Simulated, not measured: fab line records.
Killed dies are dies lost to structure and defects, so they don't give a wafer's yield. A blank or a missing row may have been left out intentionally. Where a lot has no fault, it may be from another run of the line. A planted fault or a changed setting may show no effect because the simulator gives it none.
A sampling plan put to the test    flow n5_finfet    one fab line, 42 faults that these records tell of, each judged on the records of the lots that it struck; 1 more is left out, because the records don't allow judging it
The plan is the line's own looks: the steps of the route at which a gauge or an inspection reads the wafer and doesn't change it. Where struck wafers have a number at a look and the file lists that look's usual mean and standard deviation on fault-free wafers, the look can be judged. Caught: a look later than the fault's first step finds the struck wafers' mean 4 or more of those standard deviations (sigma) from the usual mean. On the tool: the same test on the tool's own readings at the fault's steps. Also counted as caught: the struck wafers showing another recipe, or a record that is empty for them alone.

## THE FAULTS, as the simulator had put them in
1. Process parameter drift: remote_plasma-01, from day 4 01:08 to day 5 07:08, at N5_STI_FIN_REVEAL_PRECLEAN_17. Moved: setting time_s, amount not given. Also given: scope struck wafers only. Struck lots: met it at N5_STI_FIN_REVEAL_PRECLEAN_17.
2. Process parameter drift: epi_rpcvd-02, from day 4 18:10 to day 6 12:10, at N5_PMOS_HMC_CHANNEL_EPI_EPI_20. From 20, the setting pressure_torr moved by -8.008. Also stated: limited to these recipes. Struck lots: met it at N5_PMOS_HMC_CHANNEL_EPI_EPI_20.
3. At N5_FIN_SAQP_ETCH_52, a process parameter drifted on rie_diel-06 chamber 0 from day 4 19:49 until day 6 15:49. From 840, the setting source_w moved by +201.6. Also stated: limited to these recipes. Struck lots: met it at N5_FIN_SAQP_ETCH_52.
4. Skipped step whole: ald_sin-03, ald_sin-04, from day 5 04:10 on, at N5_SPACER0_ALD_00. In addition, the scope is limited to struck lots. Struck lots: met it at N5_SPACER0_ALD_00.
5. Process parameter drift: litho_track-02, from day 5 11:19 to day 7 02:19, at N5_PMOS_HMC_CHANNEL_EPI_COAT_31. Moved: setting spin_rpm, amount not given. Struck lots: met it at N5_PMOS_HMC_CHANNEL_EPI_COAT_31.
6. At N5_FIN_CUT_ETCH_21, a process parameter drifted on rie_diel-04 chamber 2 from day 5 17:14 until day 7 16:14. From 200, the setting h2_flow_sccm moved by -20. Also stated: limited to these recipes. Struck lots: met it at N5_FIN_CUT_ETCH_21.
7. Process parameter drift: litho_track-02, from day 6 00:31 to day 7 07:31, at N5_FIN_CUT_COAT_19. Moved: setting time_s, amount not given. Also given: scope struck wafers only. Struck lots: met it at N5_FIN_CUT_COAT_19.
8. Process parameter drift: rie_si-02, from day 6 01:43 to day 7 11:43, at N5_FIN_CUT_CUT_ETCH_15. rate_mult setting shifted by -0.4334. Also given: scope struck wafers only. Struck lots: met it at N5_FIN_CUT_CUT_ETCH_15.
9. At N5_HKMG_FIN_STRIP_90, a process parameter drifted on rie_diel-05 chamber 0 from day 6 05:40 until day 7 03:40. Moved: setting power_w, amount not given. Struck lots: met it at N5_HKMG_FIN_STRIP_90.
10. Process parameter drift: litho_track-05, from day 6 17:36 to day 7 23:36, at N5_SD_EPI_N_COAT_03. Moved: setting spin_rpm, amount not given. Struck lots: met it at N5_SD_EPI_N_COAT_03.
11. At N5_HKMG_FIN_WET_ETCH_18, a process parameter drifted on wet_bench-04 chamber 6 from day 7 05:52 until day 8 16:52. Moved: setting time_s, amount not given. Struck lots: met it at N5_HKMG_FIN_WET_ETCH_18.
12. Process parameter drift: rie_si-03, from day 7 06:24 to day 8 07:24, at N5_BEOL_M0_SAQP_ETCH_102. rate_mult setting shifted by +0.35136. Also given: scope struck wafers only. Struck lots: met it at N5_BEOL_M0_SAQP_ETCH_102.
13. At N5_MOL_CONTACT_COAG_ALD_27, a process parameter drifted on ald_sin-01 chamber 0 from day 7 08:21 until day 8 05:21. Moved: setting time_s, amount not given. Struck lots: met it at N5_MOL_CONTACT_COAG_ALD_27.
14. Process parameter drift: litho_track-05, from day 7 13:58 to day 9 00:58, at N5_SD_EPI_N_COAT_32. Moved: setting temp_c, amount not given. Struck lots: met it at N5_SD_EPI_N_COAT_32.
15. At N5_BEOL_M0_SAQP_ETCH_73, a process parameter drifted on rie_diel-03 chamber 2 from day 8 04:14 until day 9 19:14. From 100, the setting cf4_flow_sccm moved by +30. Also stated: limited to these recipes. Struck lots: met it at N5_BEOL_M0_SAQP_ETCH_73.
16. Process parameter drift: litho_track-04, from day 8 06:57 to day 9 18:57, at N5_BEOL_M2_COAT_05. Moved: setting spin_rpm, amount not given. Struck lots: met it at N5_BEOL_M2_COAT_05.
17. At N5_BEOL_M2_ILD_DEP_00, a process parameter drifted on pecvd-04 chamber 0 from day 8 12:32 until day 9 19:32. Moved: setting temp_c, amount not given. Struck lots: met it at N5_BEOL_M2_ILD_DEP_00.
18. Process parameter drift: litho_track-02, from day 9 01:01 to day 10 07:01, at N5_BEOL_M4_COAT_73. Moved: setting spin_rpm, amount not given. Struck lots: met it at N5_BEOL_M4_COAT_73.
19. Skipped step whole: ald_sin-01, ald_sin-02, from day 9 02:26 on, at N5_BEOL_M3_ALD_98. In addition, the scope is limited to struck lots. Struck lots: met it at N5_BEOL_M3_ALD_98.
20. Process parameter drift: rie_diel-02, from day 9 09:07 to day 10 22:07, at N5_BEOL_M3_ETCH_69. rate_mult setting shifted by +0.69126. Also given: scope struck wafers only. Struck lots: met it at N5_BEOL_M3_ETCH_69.
21. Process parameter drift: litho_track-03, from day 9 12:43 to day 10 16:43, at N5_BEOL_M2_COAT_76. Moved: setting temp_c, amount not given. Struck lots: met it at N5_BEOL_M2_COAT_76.
22. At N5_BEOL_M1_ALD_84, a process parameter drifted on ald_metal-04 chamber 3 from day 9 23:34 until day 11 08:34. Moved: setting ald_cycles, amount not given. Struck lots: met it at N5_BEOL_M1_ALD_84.
23. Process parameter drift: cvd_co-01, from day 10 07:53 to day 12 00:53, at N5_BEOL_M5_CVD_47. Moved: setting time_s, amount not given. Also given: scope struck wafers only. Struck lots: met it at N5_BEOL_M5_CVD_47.
24. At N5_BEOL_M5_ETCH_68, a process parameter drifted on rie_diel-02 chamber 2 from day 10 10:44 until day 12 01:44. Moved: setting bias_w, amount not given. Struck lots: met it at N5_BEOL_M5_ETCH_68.
25. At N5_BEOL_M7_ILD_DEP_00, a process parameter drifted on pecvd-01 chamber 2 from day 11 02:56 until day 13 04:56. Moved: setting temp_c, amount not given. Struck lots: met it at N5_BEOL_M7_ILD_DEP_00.
26. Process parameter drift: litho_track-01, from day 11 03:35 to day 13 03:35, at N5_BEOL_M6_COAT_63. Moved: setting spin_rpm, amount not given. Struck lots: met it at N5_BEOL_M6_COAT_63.
27. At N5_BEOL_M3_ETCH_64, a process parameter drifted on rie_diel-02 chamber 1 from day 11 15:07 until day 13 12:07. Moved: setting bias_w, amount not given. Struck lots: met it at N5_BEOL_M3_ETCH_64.
28. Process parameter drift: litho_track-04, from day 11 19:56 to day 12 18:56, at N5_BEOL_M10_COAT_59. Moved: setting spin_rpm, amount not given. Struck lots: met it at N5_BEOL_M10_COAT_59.
29. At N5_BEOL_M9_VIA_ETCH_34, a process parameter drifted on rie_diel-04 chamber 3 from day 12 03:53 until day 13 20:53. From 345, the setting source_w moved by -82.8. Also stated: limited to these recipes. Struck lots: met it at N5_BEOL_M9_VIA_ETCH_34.
30. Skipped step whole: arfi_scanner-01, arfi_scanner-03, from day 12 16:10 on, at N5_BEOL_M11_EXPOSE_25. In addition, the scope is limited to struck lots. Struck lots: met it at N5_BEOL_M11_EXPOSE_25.
31. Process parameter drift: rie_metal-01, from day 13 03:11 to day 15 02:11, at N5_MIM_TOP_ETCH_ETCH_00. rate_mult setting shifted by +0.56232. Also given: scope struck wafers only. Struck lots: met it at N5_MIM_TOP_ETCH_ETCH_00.
32. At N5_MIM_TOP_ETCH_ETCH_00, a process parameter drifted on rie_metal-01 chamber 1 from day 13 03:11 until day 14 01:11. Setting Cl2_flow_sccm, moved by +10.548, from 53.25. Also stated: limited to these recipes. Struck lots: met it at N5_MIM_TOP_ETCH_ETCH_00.
33. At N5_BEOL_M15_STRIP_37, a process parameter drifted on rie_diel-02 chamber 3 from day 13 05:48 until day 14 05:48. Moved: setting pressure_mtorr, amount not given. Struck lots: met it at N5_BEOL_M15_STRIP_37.
34. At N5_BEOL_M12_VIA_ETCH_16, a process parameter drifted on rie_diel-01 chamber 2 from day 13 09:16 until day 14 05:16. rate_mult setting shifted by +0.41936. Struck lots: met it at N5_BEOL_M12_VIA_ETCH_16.
35. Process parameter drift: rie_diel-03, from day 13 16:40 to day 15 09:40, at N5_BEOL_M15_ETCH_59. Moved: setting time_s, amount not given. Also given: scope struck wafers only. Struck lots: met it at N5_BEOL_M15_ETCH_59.
36. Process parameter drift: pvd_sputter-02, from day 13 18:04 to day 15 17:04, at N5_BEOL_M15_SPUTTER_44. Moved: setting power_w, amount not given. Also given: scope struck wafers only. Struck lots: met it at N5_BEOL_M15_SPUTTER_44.
37. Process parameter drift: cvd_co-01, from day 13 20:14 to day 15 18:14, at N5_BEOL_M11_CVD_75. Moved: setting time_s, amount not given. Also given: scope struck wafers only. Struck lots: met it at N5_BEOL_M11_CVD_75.
38. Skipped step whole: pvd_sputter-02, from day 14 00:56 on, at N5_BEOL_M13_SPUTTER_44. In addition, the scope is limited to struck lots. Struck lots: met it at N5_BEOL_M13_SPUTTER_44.
39. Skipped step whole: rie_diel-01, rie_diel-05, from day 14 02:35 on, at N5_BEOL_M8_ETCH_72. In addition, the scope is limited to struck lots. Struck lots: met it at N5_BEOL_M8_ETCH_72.
40. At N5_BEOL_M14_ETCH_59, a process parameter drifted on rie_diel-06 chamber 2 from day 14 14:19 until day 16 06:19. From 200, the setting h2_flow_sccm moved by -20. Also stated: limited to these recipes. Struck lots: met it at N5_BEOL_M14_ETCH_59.
41. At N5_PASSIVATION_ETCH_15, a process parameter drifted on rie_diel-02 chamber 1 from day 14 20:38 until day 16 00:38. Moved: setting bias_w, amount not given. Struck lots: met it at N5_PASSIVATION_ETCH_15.
42. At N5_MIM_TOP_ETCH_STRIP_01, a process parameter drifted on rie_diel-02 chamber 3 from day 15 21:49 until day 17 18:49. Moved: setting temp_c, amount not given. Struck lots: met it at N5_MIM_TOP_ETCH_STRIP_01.

## WHAT THE PLAN SAW
fault  on the tool itself                                first look that catches it                       reading, sigma    median hours from its first step to that look  hours from the fault's start to the first struck lot there  judged looks passed uncaught
1      under 2 sigma                                     not the one look that can be judged after it     -                 -                                              -                                                           1
2      chamber_pressure_Torr -99 or beyond sigma         N5_PMOS_HMC_CHANNEL_EPI_THK_MEAS_22              HMC_CMP_THK -7.5  1.9                                            14                                                          0
3      rf_fwd_power_W +74 sigma                          not the one look that can be judged after it     -                 -                                              -                                                           1
4      the tool's record is blank for the struck wafers  no look after it can be judged                   -                 -                                              -                                                           0
5      spin_speed_rpm +36 sigma                          none of the 2 looks that can be judged after it  -                 -                                              -                                                           2
6      h2_flow_sccm -34 sigma                            not the one look that can be judged after it     -                 -                                              -                                                           1
7      run_length_s -23 sigma                            not the one look that can be judged after it     -                 -                                              -                                                           1
8      only faintly: oes_product_au -3.5 sigma           none of the 2 looks that can be judged after it  -                 -                                              -                                                           2
9      power_w -32 sigma                                 not the one look that can be judged after it     -                 -                                              -                                                           1
10     spin_speed_rpm -86 sigma                          not the one look that can be judged after it     -                 -                                              -                                                           1
11     under 2 sigma                                     N5_BEOL_M4_RC_MEAS_101                           VT_N_LONG +22     88.2                                           101                                                         1
12     oes_product_au +8.9 sigma                         not the one look that can be judged after it     -                 -                                              -                                                           1
13     run_length_s -99 or beyond sigma                  not the one look that can be judged after it     -                 -                                              -                                                           1
14     plate_temp_C +21 sigma                            not the one look that can be judged after it     -                 -                                              -                                                           1
15     cf4_flow_sccm +99 or beyond sigma                 not the one look that can be judged after it     -                 -                                              -                                                           1
16     spin_speed_rpm -99 or beyond sigma                not the one look that can be judged after it     -                 -                                              -                                                           1
17     susceptor_temp_C -19 sigma                        not the one look that can be judged after it     -                 -                                              -                                                           1
18     spin_speed_rpm -99 or beyond sigma                not the one look that can be judged after it     -                 -                                              -                                                           1
19     the tool's record is blank for the struck wafers  not the one look that can be judged after it     -                 -                                              -                                                           1
20     etch_rf_on_time_s -17 sigma                       not the one look that can be judged after it     -                 -                                              -                                                           1
21     plate_temp_C -37 sigma                            not the one look that can be judged after it     -                 -                                              -                                                           1
22     under 2 sigma                                     not the one look that can be judged after it     -                 -                                              -                                                           1
23     run_length_s -6.8 sigma                           no look after it can be judged                   -                 -                                              -                                                           0
24     bias_w +86 sigma                                  not the one look that can be judged after it     -                 -                                              -                                                           1
25     susceptor_temp_C -5.8 sigma                       no look after it can be judged                   -                 -                                              -                                                           0
26     spin_speed_rpm +48 sigma                          no look after it can be judged                   -                 -                                              -                                                           0
27     bias_w +19 sigma                                  not the one look that can be judged after it     -                 -                                              -                                                           1
28     spin_speed_rpm +42 sigma                          no look after it can be judged                   -                 -                                              -                                                           0
29     rf_fwd_power_W -64 sigma                          no look after it can be judged                   -                 -                                              -                                                           0
30     no reading that can be judged                     no look after it can be judged                   -                 -                                              -                                                           0
31     only faintly: oes_product_au +3.1 sigma           no look after it can be judged                   -                 -                                              -                                                           0
32     mfc_cl2_sccm +62 sigma                            not the one look that can be judged after it     -                 -                                              -                                                           1
33     chamber_pressure_mTorr -99 or beyond sigma        no look after it can be judged                   -                 -                                              -                                                           0
34     only faintly: oes_product_au +3.2 sigma           no look after it can be judged                   -                 -                                              -                                                           0
35     run_length_s -34 sigma                            no look after it can be judged                   -                 -                                              -                                                           0
36     cathode_dc_power_W +99 or beyond sigma            no look after it can be judged                   -                 -                                              -                                                           0
37     run_length_s -99 or beyond sigma                  no look after it can be judged                   -                 -                                              -                                                           0
38     the tool's record is blank for the struck wafers  no look after it can be judged                   -                 -                                              -                                                           0
39     the tool's record is blank for the struck wafers  no look after it can be judged                   -                 -                                              -                                                           0
40     h2_flow_sccm -35 sigma                            no look after it can be judged                   -                 -                                              -                                                           0
41     bias_w +34 sigma                                  no look after it can be judged                   -                 -                                              -                                                           0
42     temp_c +7.1 sigma                                 not the one look that can be judged after it     -                 -                                              -                                                           1
Dash: fault not caught, or number not given in these records.

Caught at a look: 2 of 42. Caught on the tool: 35 of 42. By one or the other: 36 of 42.
Faults caught by the tool alone: 3, 4, 5, 6, 7, 9, 10, 12, 13, 14, 15, 16, 17, 18, 19, 20, 21, 23, 24, 25, 26, 27, 28, 29, 32, 33, 35, 36, 37, 38, 39, 40, 41, 42.
Caught at a look alone: fault 11.
Caught by neither: faults 1, 8, 22, 30, 31, 34.

## THINNER SAMPLING
If the look that catches a fault measured only every second or every third lot, by lot number, the first struck lot would be measured this late in the worst case:
fault  struck lots at that look, in order of time  every lot  every second lot  every third lot
2      L349, L350                                  14 h       21 h              may miss all 2
11     L617, L621                                  101 h      may miss all 2    may miss all 2
The hour figures run from when the fault began to the first measured lot among those it struck. 4 sigma limit: tested on the pooled struck wafers, so a lone lot may be under it. Other struck lots may not be in these records.

## THE LONGEST TIMED WAY FROM STEP TO LOOK
Fault 11: the median time between N5_HKMG_FIN_WET_ETCH_18 and N5_BEOL_M4_RC_MEAS_101 is 88.2 hours. The look between them that can be judged stayed within 4 sigma: N5_BEOL_M4_RS_MEAS_58.
